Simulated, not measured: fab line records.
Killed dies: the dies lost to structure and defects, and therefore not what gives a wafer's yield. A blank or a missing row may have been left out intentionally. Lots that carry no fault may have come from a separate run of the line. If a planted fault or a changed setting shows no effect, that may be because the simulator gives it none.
Matching of chambers | flow n5Finfet | aldSin-04 running N5_STI_FIN_REVEAL_ALD_00: 4 sister chambers
The step deposits SiO2, target thk 1 nm, pulse time 1 s. 4 wafers are shown with their chamber, then 7 later ones without.

## WAFERS WITH THEIR CHAMBER
wafer  | chamber | heaterPowerW (W)
L081.3 | 1       | 390
L086.3 | 2       | 533
L094.1 | 3       | 403
L094.4 | 0       | 539

## WAFERS WHOSE CHAMBER IS MISSING
wafer  | heaterPowerW (W)
L094.5 | 410
L095.2 | 406
L095.4 | 539
L095.6 | 411
L097.1 | 540
L097.3 | 383
L097.5 | 539

## THE CHAMBER EACH PASSED THROUGH
wafer  | from the rows above     | in truth
L094.5 | 3                       | 3
L095.2 | 3                       | 3
L095.4 | can't be placed: 0 or 2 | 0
L095.6 | 3                       | 3
L097.1 | can't be placed: 0 or 2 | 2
L097.3 | 1                       | 1
L097.5 | can't be placed: 0 or 2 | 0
Correct placement for 4 of the 7. From these rows, 3 cannot be placed; in 3 the true chamber is one of the candidates. Wrongly placed: 0.
How it was worked out, from the rows above alone: a wafer's distance from a chamber is the root of the sum, over the readings, of the square of ((its reading less the chamber's mean) divided by the reading's scatter). If the next closest chamber is less than 2 further off than the closest, the wafer can't be placed; otherwise it belongs to the closest. Each chamber's mean is taken over the wafers shown for it. The scatter: root of mean squared gap, hidden wafer to nearest shown wafer, with one shown wafer a chamber.
